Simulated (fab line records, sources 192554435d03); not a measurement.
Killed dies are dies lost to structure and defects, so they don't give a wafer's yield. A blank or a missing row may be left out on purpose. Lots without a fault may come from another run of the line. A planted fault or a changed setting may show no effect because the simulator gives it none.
Which tool did it? | flow n5_finfet | 24 lots, 72 wafers sampled, at 3 steps of a route of 1938

WHAT THE GAUGES READ, wafer by wafer
N5_WELL_APT_CD_MEAS_08: target cd 200 nm. Usual: cd_nm 200.2 nm, standard deviation 2.
lot  | measured    | on        | cd_nm (nm)        | flag
L074 | day 1 13:51 | cd_sem-01 | 197.0 201.8 198.6 |
L075 | day 1 19:41 | cd_sem-01 | 201.2 202.3 199.3 |
L076 | day 2 01:43 | cd_sem-02 | 199.4 198.2 200.0 |
L077 | day 2 07:41 | cd_sem-01 | 203.1 204.7 202.8 |
L078 | day 2 13:44 | cd_sem-01 | 200.4 201.5 199.9 |
L079 | day 2 19:55 | cd_sem-03 | 196.4 197.2 198.2 |
L080 | day 3 01:46 | cd_sem-01 | 198.1 202.4 199.9 |
L081 | day 3 08:07 | cd_sem-03 | 203.9 203.2 202.6 |
L082 | day 3 13:44 | cd_sem-01 | 200.8 199.8 200.5 |
L083 | day 3 20:04 | cd_sem-03 | 199.4 198.1 196.6 |
L084 | day 4 01:49 | cd_sem-02 | 196.6 195.5 199.1 |
L085 | day 4 07:34 | cd_sem-02 | 203.5 203.9 200.7 |
L086 | day 4 13:56 | cd_sem-03 | 202.0 201.7 198.0 |
L087 | day 4 19:41 | cd_sem-03 | 200.0 198.1 199.8 |
L088 | day 5 01:35 | cd_sem-02 | 200.4 200.7 202.3 |
L089 | day 5 07:41 | cd_sem-02 | 199.3 199.8 202.6 |
L090 | day 5 13:38 | cd_sem-01 | 201.1 198.9 200.8 |
L091 | day 5 19:41 | cd_sem-03 | 201.1 203.2 202.2 |
L092 | day 6 01:41 | cd_sem-01 | 199.8 202.2 200.6 |
L093 | day 6 07:44 | cd_sem-02 | 196.7 196.9 198.5 |
L094 | day 6 13:34 | cd_sem-02 | 199.8 197.9 198.7 |
L095 | day 6 19:50 | cd_sem-01 | 202.0 198.1 200.9 |
L096 | day 7 01:49 | cd_sem-01 | 198.4 198.5 200.2 |
L097 | day 7 07:50 | cd_sem-01 | 201.8 202.9 203.3 |

N5_PMOS_HMC_CHANNEL_EPI_INSPECT_30: inspects for defects (darkfield). Usual: raw_defect_count 20, standard deviation 6.9.
lot  | measured    | on                | raw_defect_count | flag
L074 | day 1 20:39 | defect_inspect-01 | 25 22 11         |
L075 | day 2 02:26 | defect_inspect-02 | 32 26 25         |
L076 | day 2 08:32 | defect_inspect-02 | 16 23 18         |
L077 | day 2 15:35 | defect_inspect-01 | 12 16 11         |
L078 | day 2 20:38 | defect_inspect-01 | 25 20 38         |
L079 | day 3 03:07 | defect_inspect-01 | 18 21 11         |
L080 | day 3 08:37 | defect_inspect-02 | 21 16 12         |
L081 | day 3 14:27 | defect_inspect-02 | 14 23 38         |
L082 | day 3 20:04 | defect_inspect-02 | 27 22 14         |
L083 | day 4 02:38 | defect_inspect-01 | 15 17 15         |
L084 | day 4 08:22 | defect_inspect-01 | 29 30 24         |
L085 | day 4 16:38 | defect_inspect-02 | 19 5 16          |
L086 | day 4 20:57 | defect_inspect-02 | 9 5 17           |
L087 | day 5 02:17 | defect_inspect-01 | 15 12 24         |
L088 | day 5 08:30 | defect_inspect-02 | 22 24 14         |
L089 | day 5 14:00 | defect_inspect-01 | 21 11 17         |
L090 | day 5 20:20 | defect_inspect-01 | 29 24 32         |
L091 | day 6 02:35 | defect_inspect-02 | 13 13 12         |
L092 | day 6 09:13 | defect_inspect-02 | 31 17 14         |
L093 | day 6 14:08 | defect_inspect-01 | 23 20 15         |
L094 | day 6 19:48 | defect_inspect-02 | 33 29 29         |
L095 | day 7 01:50 | defect_inspect-02 | 33 22 25         |
L096 | day 7 08:04 | defect_inspect-02 | 29 17 29         |
L097 | day 7 14:08 | defect_inspect-01 | 12 8 13          |

WHICH TOOL RAN EACH LOT (tool, then ch and the chambers of the sampled wafers, then the start)
lot  | N5_ZERO_LAYER_DESCUM_16
L074 | rie_diel-03 ch 0,2,3, day 1 12:48
L075 | rie_diel-01 ch 0,1,2, day 1 18:41
L076 | rie_diel-01 ch 1,3, day 2 00:50
L077 | rie_diel-01 ch 2,3, day 2 06:41
L078 | rie_diel-04 ch 0,2,3, day 2 12:51
L079 | rie_diel-01 ch 0,2, day 2 18:53
L080 | rie_diel-03 ch 0,1,3, day 3 00:52
L081 | rie_diel-01 ch 1,2,3, day 3 06:52
L082 | rie_diel-01 ch 1,2, day 3 12:51
L083 | rie_diel-04 ch 0,2,3, day 3 19:04
L084 | rie_diel-01 ch 0,1, day 4 00:49
L085 | rie_diel-03 ch 0,2, day 4 06:41
L086 | rie_diel-03 ch 0,1,3, day 4 12:48
L087 | rie_diel-01 ch 0,2,3, day 4 18:48
L088 | rie_diel-04 ch 0,3, day 5 00:41
L089 | rie_diel-04 ch 1,3, day 5 06:49
L090 | rie_diel-03 ch 0,1, day 5 12:46
L091 | rie_diel-04 ch 0,1,2, day 5 18:48
L092 | rie_diel-01 ch 0,3, day 6 00:48
L093 | rie_diel-01 ch 0,1,3, day 6 06:41
L094 | rie_diel-03 ch 1,2,3, day 6 12:41
L095 | rie_diel-03 ch 1,3, day 6 18:48
L096 | rie_diel-04 ch 1,2,3, day 7 00:49
L097 | rie_diel-01 ch 0,1,2, day 7 06:48
- N5_ZERO_LAYER_DESCUM_16: chemistry O2, time 7.9 s.

WHAT THE TOOLS THEMSELVES READ (means of the sampled wafers that have a number; where no wafer has one, the mark that the record gives instead)
N5_ZERO_LAYER_DESCUM_16. Usual: drypump_motor_current_A 5.9 A, standard deviation 0.49; oes_product_au 0.76 a.u., standard deviation 0.052; rf_vpp_V 243.3 V, standard deviation 1.4; showerhead_plenum_p_Torr 2.11 Torr, standard deviation 0.071; throttle_valve_pct 20.48 %, standard deviation 0.2.
lot  | tool        | drypump_motor_current_A (A) | oes_product_au (a.u.) | rf_vpp_V (V) | showerhead_plenum_p_Torr (Torr) | throttle_valve_pct (%) | flag
L074 | rie_diel-03 | 5.3                         | 0.83                  | 243.1        | 2.12                            | 20.64                  |
L075 | rie_diel-01 | 6.0                         | 0.76                  | 243.2        | 2.08                            | 20.38                  |
L076 | rie_diel-01 | 6.2                         | 0.78                  | 244.1        | 2.13                            | 20.30                  |
L077 | rie_diel-01 | 6.0                         | 0.78                  | 244.2        | 2.19                            | 20.28                  |
L078 | rie_diel-04 | 5.7                         | 0.74                  | 243.5        | 2.11                            | 20.40                  |
L079 | rie_diel-01 | 6.0                         | 0.73                  | 243.0        | 2.10                            | 20.31                  |
L080 | rie_diel-03 | 5.8                         | 0.81                  | 243.4        | 2.12                            | 20.60                  |
L081 | rie_diel-01 | 6.0                         | 0.76                  | 244.2        | 2.12                            | 20.38                  |
L082 | rie_diel-01 | 6.1                         | 0.75                  | 242.2        | 2.05                            | 20.49                  |
L083 | rie_diel-04 | 5.7                         | 0.74                  | 243.5        | 2.10                            | 20.41                  |
L084 | rie_diel-01 | 6.2                         | 0.70                  | 242.3        | 2.04                            | 20.35                  |
L085 | rie_diel-03 | 4.9                         | 0.77                  | 243.7        | 2.14                            | 20.81                  |
L086 | rie_diel-03 | 5.8                         | 0.79                  | 242.9        | 2.12                            | 20.60                  |
L087 | rie_diel-01 | 6.0                         | 0.75                  | 244.4        | 2.14                            | 20.33                  |
L088 | rie_diel-04 | 5.9                         | 0.73                  | 243.4        | 2.13                            | 20.31                  |
L089 | rie_diel-04 | 6.0                         | 0.78                  | 242.4        | 2.06                            | 20.52                  |
L090 | rie_diel-03 | 5.7                         | 0.75                  | 244.1        | 2.16                            | 20.71                  |
L091 | rie_diel-04 | 5.8                         | 0.74                  | 242.0        | 2.08                            | 20.50                  |
L092 | rie_diel-01 | 6.2                         | 0.73                  | 243.5        | 2.15                            | 20.26                  |
L093 | rie_diel-01 | 6.2                         | 0.72                  | 243.1        | 2.08                            | 20.36                  |
L094 | rie_diel-03 | 5.7                         | 0.80                  | 242.4        | 2.14                            | 20.64                  |
L095 | rie_diel-03 | 6.3                         | 0.83                  | 243.7        | 2.10                            | 20.49                  |
L096 | rie_diel-04 | 5.7                         | 0.75                  | 242.5        | 2.05                            | 20.58                  |
L097 | rie_diel-01 | 6.0                         | 0.73                  | 243.4        | 2.07                            | 20.45                  |

THE ANSWER, worked out from the rows above alone
Rule: a lot is off if the mean of its wafers that have a number lies more than 3 standard deviations from the usual mean. A lot without any number at a reading at which 4 lots or more have one is off too. The other lots that the step has rows for count as sound. The gauges are gone through in route order, then the tools' own readings, and for those a lot's mean is taken as printed above. The first step at which some lot is off is used, and at that step the reading that is off furthest; a lot without a number counts as furthest.
No lot is off at any reading shown: from this, nothing can be told.

WHAT THE SIMULATOR HAD PUT IN
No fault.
